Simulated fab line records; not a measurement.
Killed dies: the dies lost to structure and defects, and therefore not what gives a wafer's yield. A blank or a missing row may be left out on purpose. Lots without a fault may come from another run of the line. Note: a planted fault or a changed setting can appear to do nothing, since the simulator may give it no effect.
fab line records | flow n5-finfet
record: lots: 4 | wafers: 12 | last-day: 15
route steps=1938 shown BEOL_M0@739 BEOL_M1@751 BEOL_M4@1111
lots with no fault: from the same line, run without faults
start-h: hours from the record's opening day to when the first of the lot's shown wafers began | wait-h: time in hours since the lot's previous step | " repeats the value in the row above | L1.1+2: one row covering several wafers at once | - no value, or no start given | * or withheld: withheld | < > ~ a bound
route shown NAME@n: names a module that has steps shown in the file, with the first one's number in the route | usual: average and standard deviation across the fault-free wafers | same: alike in all rows | chamber/n: place in a boat | sites: the reading at each site | _std_site: the values' standard deviation | _edge_site: mean of outer sites minus mean of inner sites | radius-mm: how far each site lies from the wafer's centre | mask NAME#n: copy n | behind: the last tool/chamber to shape the wafer | hold: reason for holding the lot/hours on hold/outcome of the hold | device: which transistor (n, p or np) failed to switch | end of line: tests run on the same wafers once the route is complete | where a step has no rows: the recipe by itself | killed: dies that structure and defects cost at the first sort, which is not the same as the wafer's yield | map: a wafer's dies, x killed, . not, _ none there
set.NAME: the setting the step ran with; set.NAME@STEP: the setting that earlier step ran with | model.NAME: the simulator's own value behind a step, which no gauge read
a table for each step, a row for each wafer; lots at some steps of the route
services: from which hour (start-h, from the record's first day; less than 0 if before it) a tool's chamber was out of use, for how many hours, and why
== steps ==
step: N5_BEOL_M0_ANNEAL_135
recipe: temp-c: 400 | time-s: 60 | ambient: vacuum
step: N5_BEOL_M0_SPUTTER_141
recipe: material: Cu | target-thk-a: 40 | temp-c: -20 | chamber-pressure-pa: 0.07 | power-w: withheld | time-s: 7.37
step: N5_BEOL_M0_ECD_118
recipe: material: Cu | target-thk-a: 3000
step: N5_BEOL_M0_ANNEAL_119
recipe: temp-c: 225 | time-s: 90 | ambient: N2
step: N5_BEOL_M0_CMP_120
recipe: stop-on: SiOC | t-overpolish-s: 6.9 | down-force-psi: 1 | platen-rpm: 50 | clearing-platen-down-force-psi: 1.5 | clearing-platen-rpm: 50 | post-cmp-clean: cu-alkaline | clearing-platen-pad-velocity-m-s: 0.99484 | pad-velocity-m-s: 0.99484
step: N5_BEOL_M0_PRE_CLEAN_131
recipe: gas: NH3/H2 | time-s: 15 | temp-c: * | rf-power-w: 300
step: N5_BEOL_M0_CO_CAP_123
recipe: material: Co | target-thk-a: 20 | temp-c: 200 | precursor: CCTBA/H2 | pressure-torr: 30 | time-s: 102.1
step: N5_BEOL_M0_PRE_CLEAN_124
recipe: gas: NH3 | time-s: 15 | temp-c: withheld | rf-power-w: 300
step: N5_BEOL_M0_DEP_125
recipe: material: SiCN | target-thk-a: 80 | temp-c: withheld | precursor: 3MS/NH3 | pressure-torr: 3 | rf-w: 202 | time-s: 14
step: N5_BEOL_M1_ILD_DEP_00
recipe: material: SiOC | target-thk-a: 790 | temp-c: 350 | precursor: DEMS/O2 | pressure-torr: 5 | rf-w: 500 | time-s: 15.3
usual: heater-power-w: 510/88 | showerhead-plenum-p-Torr: 5.701/0.012 | showerhead-vpp-V: 1384/59 | throttle-valve-pct: 11.5/0.45
lot.wafer | tool     | chamber | start-h | wait-h | heater-power-w | showerhead-plenum-p-Torr | showerhead-vpp-V | since-wet-clean-h | throttle-valve-pct | model.SiOC_of_BEOL_M1_ILD_DEP_00.thk-nm
L915.1    | pecvd-03 | 2       | 161.65  | 0.0    | 480            | 5.709                    | 1442             | 2134              | 11.4               | 78.2
L915.3    | "        | 0       | "       | "      | 456            | 5.719                    | 1456             | 684               | 12.0               | 79
L915.5    | "        | 2       | "       | "      | 487            | 5.693                    | 1451             | -                 | 11.1               | 79.6
L917.2    | pecvd-03 | 1       | 177.39  | 0.0    | 465            | 5.685                    | 1316             | 1425              | 11.9               | 75.2
L917.4    | "        | 0       | "       | "      | 488            | 5.716                    | 1475             | -                 | 12.0               | 76.6
L917.5    | "        | 1       | "       | "      | 472            | 5.672                    | 1271             | -                 | 11.6               | 76.4
L920.1    | pecvd-03 | 1       | 195.75  | 0.0    | 404            | 5.695                    | 1298             | 1443              | 11.7               | 75.6
L920.3    | "        | 2       | "       | "      | 547            | 5.695                    | 1438             | 2168              | 11.2               | 75
L920.5    | "        | 2       | "       | "      | 568            | 5.715                    | 1462             | -                 | 11.3               | 75
L925.1    | pecvd-02 | 0       | 218.28  | 0.0    | 587            | 5.699                    | 1404             | 350               | 11.7               | 79.4
L925.2    | "        | 1       | "       | "      | 345            | 5.704                    | 1324             | 1647              | 11.3               | 78.4
L925.5    | "        | 1       | "       | "      | 357            | 5.689                    | 1307             | -                 | 11.3               | 78.2
step: N5_BEOL_M1_THK_MEAS_01
recipe: reads: SiOC_of_BEOL_M1_ILD_DEP_00
usual: M1_ILD_THK: 79.3/1.1
lot.wafer | tool          | chamber | start-h | wait-h | M1_ILD_THK[nm]
L915.1    | film-metro-01 | -       | 161.72  | 0.0    | 78.2
L915.3    | "             | -       | "       | "      | 79.1
L915.5    | "             | -       | "       | "      | 79.7
L917.2    | film-metro-02 | -       | 177.46  | 0.1    | 75.3
L917.4    | "             | -       | "       | "      | 76.5
L917.5    | "             | -       | "       | "      | 76.4
L920.1    | film-metro-01 | -       | 195.82  | 0.0    | 75.5
L920.3    | "             | -       | "       | "      | 75.0
L920.5    | "             | -       | "       | "      | 75.0
L925.1    | film-metro-01 | -       | 218.35  | 0.0    | 79.3
L925.2    | "             | -       | "       | "      | 78.5
L925.5    | "             | -       | "       | "      | 78.2
step: N5_BEOL_M1_PECVD_72
recipe: material: SiO2 | target-thk-a: 160 | temp-c: 400 | precursor: TEOS/O2 | pressure-torr: 5.5 | rf-w: 450 | teos-flow-sccm: 53.8 | gas: O2 | flow-sccm: 3000 | time-s: 18
step: N5_BEOL_M1_HM_DEP_02
recipe: material: TiN | target-thk-a: 200 | temp-c: 25 | chamber-pressure-pa: 0.49996
step: N5_BEOL_M1_COAT_61
recipe: resist: SOC | temp-c: 250 | time-s: 60 | spin-rpm: 1500 | resist-thk-nm: 60
step: N5_BEOL_M1_COAT_62
recipe: resist: SiARC | temp-c: 220 | time-s: 60 | spin-rpm: 1500 | resist-thk-nm: 12
step: N5_BEOL_M1_COAT_73
recipe: resist: underlayer | temp-c: 205 | time-s: 60 | spin-rpm: 1500 | resist-thk-nm: 5
step: N5_BEOL_M1_COAT_05
recipe: resist: CAR-EUV | spin-rpm: 1500 | resist-thk-nm: 30
step: N5_BEOL_M1_EBR_07
recipe: solvent: PGMEA | ebr-width-mm: 1.5
step: N5_BEOL_M1_SOFTBAKE_06
recipe: temp-c: 110 | time-s: 60 | resist: CAR-EUV
step: N5_BEOL_M1_EXPOSE_08
recipe: mask-id: M1 | na: 0.33 | source-shape: dipole | sigma-inner: 0.369 | sigma-outer: 0.767 | polarization: unpolarized | dose-mj: 33
step: N5_BEOL_M1_PEB_09
recipe: peb-temp-c: 100 | peb-time-s: 60 | resist: CAR-EUV
step: N5_BEOL_M1_DEVELOP_10
recipe: develop-time-s: 30 | developer: TMAH | resist: CAR-EUV | rinse-liquid: surfactant-rinse | dry: air-spin | dev-temp-c: 23
step: N5_BEOL_M1_DESCUM_16
recipe: chemistry: O2 | time-s: 7 | source-power-w: 50 | bias-power-w: 20 | pressure-mtorr: 20 | rf-frequency-hz: 2.712e+07 | temp-c: 40 | resist: CAR-EUV | o2-flow-sccm: 225
step: N5_BEOL_M1_ETCH_74
recipe: chemistry: N2/H2 | target: underlayer | target-depth-a: 65 | mask-material: CAR-EUV | time-s: 5.2 | ion-energy-ev: 200 | pressure-mtorr: 30 | source-w: 840 | bias-w: 150 | n2-flow-sccm: 200 | h2-flow-sccm: 200 | ends: cleared
step: N5_BEOL_M1_ETCH_63
recipe: chemistry: CF4 | target: SiARC | target-depth-a: 156 | mask-material: CAR-EUV | time-s: 26 | ion-energy-ev: 80 | pressure-mtorr: 40 | source-w: 545 | bias-w: 36 | Ar_flow_sccm: 100 | cf4-flow-sccm: 100 | ends: cleared
step: N5_BEOL_M1_ETCH_64
recipe: chemistry: N2/H2 | target: SOC | target-depth-a: 750 | overetch-a: 150 | mask-material: SiARC | temp-c: 40 | time-s: 112.5 | ion-energy-ev: 200 | pressure-mtorr: 30 | source-w: 840 | bias-w: 150 | n2-flow-sccm: 200 | h2-flow-sccm: 200
step: N5_BEOL_M1_STRIP_65
recipe: chemistry: N2/H2 | temp-c: 40 | n2-flow-sccm: 200 | h2-flow-sccm: 200 | rf-frequency-hz: 6e+07
step: N5_BEOL_M1_STRIP_75
recipe: chemistry: N2/H2 | temp-c: 40 | n2-flow-sccm: 200 | h2-flow-sccm: 200 | rf-frequency-hz: 6e+07
step: N5_BEOL_M1_STRIP_66
recipe: chemistry: CF4 | resist: SiARC | power-w: 300 | bias-power-w: 75 | pressure-mtorr: 50 | cf4-flow-sccm: 150 | rf-frequency-hz: 6e+07
step: N5_BEOL_M1_HM_OPEN_17
recipe: chemistry: Cl2/BCl3 | target-depth-a: 200 | overetch-a: 60 | target: TiN | mask-material: SOC | ion-energy-ev: 150 | pressure-mtorr: 10 | icp-w: 1000 | bias-w: 126 | Cl2_flow_sccm: 53.25 | bcl3-flow-sccm: 21.75 | Ar_flow_sccm: 25
step: N5_BEOL_M1_STRIP_19
recipe: chemistry: O2 | power-w: 400 | temp-c: 40 | pressure-mtorr: 30 | rf-frequency-hz: 6e+07 | bias-power-w: 0 | overash-fraction: 0.2 | o2-flow-sccm: 225
step: N5_BEOL_M1_COAT_67
recipe: resist: SOC | temp-c: 250 | time-s: 60 | spin-rpm: 1500 | resist-thk-nm: 60
step: N5_BEOL_M1_COAT_68
recipe: resist: SiARC | temp-c: 220 | time-s: 60 | spin-rpm: 1500 | resist-thk-nm: 12
step: N5_BEOL_M1_COAT_76
recipe: resist: underlayer | temp-c: 205 | time-s: 60 | spin-rpm: 1500 | resist-thk-nm: 5
step: N5_BEOL_M1_COAT_22
recipe: resist: CAR-EUV | spin-rpm: 1500 | resist-thk-nm: 30
step: N5_BEOL_M1_CMP_52
recipe: stop-on: SiOC | t-overpolish-s: 6.8 | down-force-psi: 1 | platen-rpm: 50 | clearing-platen-down-force-psi: 1.5 | clearing-platen-rpm: 50 | post-cmp-clean: cu-alkaline | target-thk-nm: 40 | clearing-platen-pad-velocity-m-s: 0.99484 | pad-velocity-m-s: 0.99484
usual: barrier-field-endpoint-s: 24.8/0.87 | edge-zone-pressure-frac: 1.000/0.0052 | motor-current-A: 6.0/0.69 | overpolish-run-s: 6.801/0.0075 | time-to-endpoint-s: 62/4.6
lot.wafer | tool   | chamber | start-h | wait-h | barrier-field-endpoint-s | edge-zone-pressure-frac | motor-current-A | overpolish-run-s | time-to-endpoint-s | model.Cu_of_BEOL_M1_ECD_50.thk-nm | model.SiOC_of_BEOL_M1_ILD_DEP_00.thk-nm
L915.3    | cmp-01 | 0       | 171.50  | 0.2    | 25.2                     | 0.996                   | 6.8             | 6.809            | 68                 | 41.4                              | 78
L915.1    | "      | 1       | "       | "      | 23.1                     | 0.995                   | 5.4             | 6.804            | 54                 | 35.4                              | 77.2
L915.5    | "      | 1       | "       | "      | 23.4                     | 1.000                   | 5.0             | 6.797            | 55                 | 38                                | 78.6
L917.2    | cmp-02 | 2       | 185.66  | 0.3    | 24.1                     | 1.001                   | 4.7             | 6.800            | 63                 | 36.4                              | 74.2
L917.4    | "      | 3       | "       | "      | 24.2                     | 0.997                   | 6.3             | 6.809            | 61                 | 37.8                              | 75.6
L917.5    | "      | 1       | "       | "      | 25.7                     | 0.997                   | 6.7             | 6.801            | 68                 | 37.2                              | 75.4
L920.3    | cmp-04 | 0       | 204.03  | 0.2    | 26.2                     | 1.001                   | 6.4             | 6.808            | 69                 | 36.6                              | 74
L920.1    | "      | 2       | "       | "      | 25.2                     | 1.002                   | 6.5             | 6.802            | 66                 | 37.6                              | 74.6
L920.5    | "      | 0       | "       | "      | 26.4                     | 0.997                   | 6.1             | 6.783            | 70                 | 37.2                              | 74
L925.2    | cmp-01 | 3       | 227.75  | 0.6    | 25.6                     | 0.995                   | 6.5             | 6.800            | 64                 | 40.2                              | 77.4
L925.1    | "      | 0       | "       | "      | 25.2                     | 1.005                   | 7.2             | 6.804            | 67                 | 42.2                              | 78.4
L925.5    | "      | 3       | "       | "      | 26.2                     | 0.997                   | 6.3             | 6.806            | 67                 | 41                                | 77.2
step: N5_BEOL_M4_RC_MEAS_101
usual: DIBL_N: 36.4/2 | DIBL_P: 36.1/2.5 | IOFF_N: 0.16/0.037 | IOFF_P: 0.20/0.038 | ION_N: 670/13 | ION_P: 459/8.3 | SS_N: 71.6/0.69 | SS_P: 73.3/0.72 | VT_N: 250/3.4 | VT_P: -251/3.1
lot.wafer | tool      | chamber | start-h | wait-h | DIBL_N[mV/V] | DIBL_P[mV/V] | IOFF_N[nA/um] | IOFF_P[nA/um] | ION_N[uA/um] | ION_P[uA/um] | SS_N[mV/dec] | SS_P[mV/dec] | VT_N[mV] | VT_P[mV]
L915.1    | prober-01 | 0       | 200.67  | 0.0    | 34.9         | 34.5         | 0.13          | 0.19          | 665          | 464          | 71.3         | 72.3         | 254      | -249
L915.3    | "         | 0       | "       | "      | 33.9         | 33.5         | 0.12          | 0.17          | 656          | 454          | 71.4         | 72.4         | 254      | -254
L915.5    | "         | 0       | "       | "      | 37.8         | 38.2         | 0.18          | 0.24          | 683          | 466          | 71.5         | 74.0         | 249      | -250
L917.2    | prober-02 | 0       | 219.80  | 0.4    | 34.8         | 35.5         | 0.13          | 0.19          | 666          | 459          | 71.1         | 72.8         | 252      | -252
L917.4    | "         | 0       | "       | "      | 36.7         | 36.9         | 0.17          | 0.23          | 675          | 455          | 70.9         | 73.9         | 246      | -247
L917.5    | "         | 0       | "       | "      | 34.6         | 34.6         | 0.13          | 0.18          | 654          | 455          | 70.9         | 73.5         | 253      | -252
L920.1    | prober-01 | 0       | 235.89  | 0.0    | 36.6         | 35.4         | 0.16          | 0.21          | 668          | 460          | 71.5         | 73.7         | 249      | -247
L920.3    | "         | 0       | "       | "      | 35.3         | 33.5         | 0.14          | 0.18          | 668          | 462          | 70.6         | 73.3         | 249      | -252
L920.5    | "         | 0       | "       | "      | 35.0         | 33.5         | 0.14          | 0.18          | 676          | 457          | 71.9         | 72.9         | 249      | -253
L925.1    | prober-02 | 0       | 271.00  | 0.0    | 37.6         | 36.6         | 0.17          | 0.24          | 700          | 485          | 71.6         | 73.2         | 247      | -247
L925.2    | "         | 0       | "       | "      | 39.6         | 39.3         | 0.21          | 0.28          | 679          | 473          | 72.6         | 73.7         | 247      | -245
L925.5    | "         | 0       | "       | "      | 40.1         | 39.6         | 0.21          | 0.28          | 679          | 473          | 72.8         | 74.3         | 245      | -245
== services ==
tool     | chamber | start-h | hours | kind
pecvd-02 | 1       | 139.84  | 2.1   | scheduled-down
cmp-01   | -       | 146.36  | 3.7   | repair
pecvd-03 | 0       | 147.79  | 2.1   | scheduled-down
pecvd-03 | 2       | 149.92  | 5.5   | scheduled-down
pecvd-03 | 2       | 158.56  | 2.1   | scheduled-down
pecvd-03 | -       | 161.84  | 1.6   | repair
cmp-02   | -       | 171.99  | 2.0   | repair
cmp-01   | -       | 183.00  | 2.6   | repair
cmp-04   | -       | 189.72  | 1.3   | repair
pecvd-03 | 2       | 202.38  | -     | clean
pecvd-03 | 2       | 202.38  | -     | consumable-replace:showerhead
pecvd-03 | 2       | 202.38  | 29.0  | scheduled-down
pecvd-03 | 2       | 202.38  | 29.0  | vent-cycle
cmp-04   | -       | 206.44  | 1.8   | repair
== key ==
first-sign: step: N5_BEOL_M1_THK_MEAS_01 | reading: M1_ILD_THK | direction: down | sigmas: 3.5 | usual: 79.3 | struck: 75.6
effect none on later readings
model-effect: step: N5_BEOL_M1_ILD_DEP_00 | value: SiOC_of_BEOL_M1_ILD_DEP_00.thk-nm | without: 78.43 | struck: 75.63
model-effect: step: N5_BEOL_M1_CMP_52 | value: Cu_of_BEOL_M1_ECD_50.thk-nm | without: 39.97 | struck: 37.13
met-at N5_BEOL_M1_ILD_DEP_00
struck-wafers L917.2,L917.4,L917.5,L920.1,L920.3,L920.5
onset-between 161.65 177.39
fault: kind: process-parameter-drift | tool: pecvd-03 | chamber: - | onset-h: 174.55 | steps: N5_BEOL_M1_ILD_DEP_00 | channel: time-s | offset: * | shape: step | end-h: 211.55 | acts-in: * | stated: *
